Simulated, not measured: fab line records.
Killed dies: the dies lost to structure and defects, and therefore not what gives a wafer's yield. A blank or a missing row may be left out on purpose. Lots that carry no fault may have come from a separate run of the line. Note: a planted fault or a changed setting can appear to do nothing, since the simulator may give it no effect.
What tool caused it? ; flow n5_finfet ; route of 1938 steps, sampled at 1 step: 12 lots, 36 wafers

## WHAT THE GAUGES SHOWED, per wafer
N5_BEOL_M12_THK_MEAS_50: measures by xrf.
lot;measured;on;M12_THK (nm)
L074;day 11 14:39;film_metro-01;310 315 308
L077;day 12 05:37;film_metro-01;297 313 299
L079;day 12 14:15;film_metro-01;313 306 323
L081;day 13 04:53;film_metro-02;316 315 321
L084;day 13 17:32;film_metro-01;304 311 321
L085;day 13 23:20;film_metro-02;312 309 310
L087;day 14 08:17;film_metro-01;309 316 304
L088;day 14 23:53;film_metro-01;329 320 317
L091;day 15 04:53;film_metro-01;315 311 319
L093;day 15 11:25;film_metro-01;315 325 317
L095;day 16 06:16;film_metro-01;308 316 312
L097;day 16 19:37;film_metro-02;316 308 315

## EACH LOT AND THE TOOL THAT RAN IT (in order: tool; ch and the chambers of the sampled wafers; start)
The record holds no process step before these readings.

## THE ANSWER, worked out from the rows above alone
Rule: the lots themselves supply what counts as usual. Put in order of their means at a reading, lots are off if they are a third of the lots or fewer, leave a main group of 4 or more, and stand apart from it by a gap of 3 or more times the standard deviation of the main group's means; of several such gaps the widest counts. A main group whose means are all the same, to the digits that the tables above print for the reading, isn't used. Also off: a lot with no number at a reading for which 4 or more lots have one. The other lots that the step has rows for count as sound.
None of the lots is off at any reading shown; this tells nothing.

## WHAT WAS PUT IN BY THE SIMULATOR
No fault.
